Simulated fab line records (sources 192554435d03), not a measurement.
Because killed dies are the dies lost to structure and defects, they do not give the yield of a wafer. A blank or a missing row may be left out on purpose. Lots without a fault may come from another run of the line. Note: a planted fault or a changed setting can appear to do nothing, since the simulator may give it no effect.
3 desks looking at one fault || flow n5 finfet || only its own numbers are on each desk; what lay behind them is given at the end

== THE DEFECT DESK ==
Per lot, the means of the sampled wafers with a number show what the inspections along the route counted. Any lot whose mean is over 4 standard deviations away from the usual mean is out of limits and marked OUT; that distance is given in the brackets.
Columns: A = raw defect count at N5_BEOL_M7_INSPECT_58, usual 78; B = raw defect count at N5_BEOL_M8_INSPECT_13, usual 449
{"lot": "L807", "first seen here": "day 11 06:56", "A": 77, "B": 509}
{"lot": "L806", "first seen here": "day 11 07:01", "A": 109, "B": 460}
{"lot": "L811", "first seen here": "day 11 14:36", "A": 64, "B": 655}
{"lot": "L812", "first seen here": "day 12 18:25", "A": 50, "B": 302}
{"lot": "L820", "first seen here": "day 14 08:43", "A": 152, "B": 522}
{"lot": "L822", "first seen here": "day 14 21:27", "A": 76, "B": 466}
This desk's finding: nothing out of limits on any of the 6 lots.

== THE TOOL OWNER'S DESK: litho track-02 ==
The tool's own readings at N5_BEOL_M8_COAT_05 (resist thk 90 nm): means of the sampled wafers that have a number, for each lot that ran on this tool. Any lot whose mean is over 4 standard deviations away from the usual mean is out of limits and marked OUT; that distance is given in the brackets.
Columns: A = chill plate temp C at N5_BEOL_M8_COAT_05, usual 23.03 C; B = spin speed rpm at N5_BEOL_M8_COAT_05, usual 1499.9 rpm
{"lot": "L806", "first seen here": "day 11 08:38", "A": 23.17, "B": 1500.5}
{"lot": "L811", "first seen here": "day 11 16:10", "A": 22.99, "B": "1617.0 (+99 or more) OUT"}
{"lot": "L812", "first seen here": "day 12 20:38", "A": 22.99, "B": "1616.1 (+99 or more) OUT"}
This desk's finding: out of limits on L811, L812; first on L811, day 11 16:10 (spin speed rpm at N5_BEOL_M8_COAT_05). In limits: L806.

== AT THE METROLOGY DESK ==
Lot by lot, what the gauges showed, no matter which tool ran the lot: averages of those sampled wafers that carry a number. Any lot whose mean is over 4 standard deviations away from the usual mean is out of limits and marked OUT; that distance is given in the brackets.
Columns: A = M7_THK at N5_BEOL_M7_THK_MEAS_53, usual 80.3 nm; B = M7_RS at N5_BEOL_M7_RS_MEAS_57, usual 0.286 ohm/sq; C = M8_ILD_THK at N5_BEOL_M8_THK_MEAS_01, usual 155.5 nm; D = cd nm at N5_BEOL_M8_CD_MEAS_11, usual 38.7 nm; E = M8_OVL at N5_BEOL_M8_OVL_MEAS_12, usual -0.1 nm
{"lot": "L807", "first seen here": "day 11 06:47", "A": 78.4, "B": 0.290, "C": 155.5, "D": 38.3, "E": -0.3}
{"lot": "L806", "first seen here": "day 11 06:52", "A": 80.2, "B": 0.283, "C": 154.6, "D": 38.1, "E": 1.7}
{"lot": "L811", "first seen here": "day 11 14:26", "A": 80.5, "B": 0.282, "C": 155.0, "D": 38.4, "E": -1.1}
{"lot": "L812", "first seen here": "day 12 18:15", "A": 81.6, "B": 0.284, "C": 156.6, "D": 38.9, "E": 0.0}
{"lot": "L820", "first seen here": "day 14 08:33", "A": 79.8, "B": 0.289, "C": 155.6, "D": 38.7, "E": -0.5}
{"lot": "L822", "first seen here": "day 14 21:16", "A": 78.6, "B": 0.296, "C": 154.9, "D": 38.8, "E": 0.4}
This desk's finding: nothing out of limits on any of the 6 lots.

== TAKEN TOGETHER ==
On L811, L812, at day 11 16:10, an alarm was possible from the tool owner's desk.
Nothing out of limits was seen by the defect desk.
At the metrology desk, nothing out of limits was observed.
The defect desk has L811, L812 on record, within its limits.
The metrology desk holds a record of L811, L812, inside its limits.
All the named lots went through N5_BEOL_M8_COAT_05 on litho track-02.

== WHAT THE SIMULATOR HAD INSERTED ==
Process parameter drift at N5_BEOL_M8_COAT_05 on litho track-02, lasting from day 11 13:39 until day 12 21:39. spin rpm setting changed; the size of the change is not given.
Struck lots among those shown: L811, L812.
Hours from the fault's start to each desk's first reading out of limits: the tool owner's desk, 3.
